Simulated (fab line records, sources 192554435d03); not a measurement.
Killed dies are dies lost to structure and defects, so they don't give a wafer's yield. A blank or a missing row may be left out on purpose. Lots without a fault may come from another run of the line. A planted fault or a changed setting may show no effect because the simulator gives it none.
Chamber matching | flow n5_finfet | N5_BEOL_M0_STRIP_142 on rie_diel-05: 4 sister chambers
The step strips in N2/H2, time 10 s. 4 wafers are shown with their chamber, then 10 later ones without.

WAFERS WITH THEIR CHAMBER
wafer  | chamber | throttle_valve_pct (%)
L084.1 | 3       | 23.27
L084.4 | 0       | 23.73
L087.1 | 2       | 23.14
L087.2 | 1       | 23.86

WAFERS WITHOUT THEIR CHAMBER
wafer  | throttle_valve_pct (%)
L087.4 | 23.71
L091.1 | 23.87
L091.4 | 23.74
L091.5 | 23.29
L096.2 | 23.17
L096.3 | 23.77
L096.4 | 23.88
L097.1 | 23.75
L097.4 | 23.89
L097.6 | 23.18

WHICH CHAMBER EACH WENT THROUGH
wafer  | from the rows above     | in truth
L087.4 | 0                       | 0
L091.1 | 1                       | 1
L091.4 | 0                       | 0
L091.5 | 3                       | 3
L096.2 | 2                       | 2
L096.3 | can't be placed: 0 or 1 | 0
L096.4 | 1                       | 1
L097.1 | 0                       | 0
L097.4 | 1                       | 1
L097.6 | can't be placed: 2 or 3 | 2
Placed correctly: 8 of 10. Can't be placed from these rows: 2 (the true chamber is among the candidates in 2). Placed wrongly: 0.
How it was worked out, from the rows above alone: a wafer's distance from a chamber is the root of the sum, over the readings, of the square of ((its reading less the chamber's mean) divided by the reading's scatter). The wafer belongs to the nearest chamber; if the next one is less than 2 further off, it can't be placed. A chamber's mean is the mean of its shown wafers. The scatter: with one shown wafer a chamber, the root of the mean of the squares of how far each hidden wafer lies from its nearest shown one.
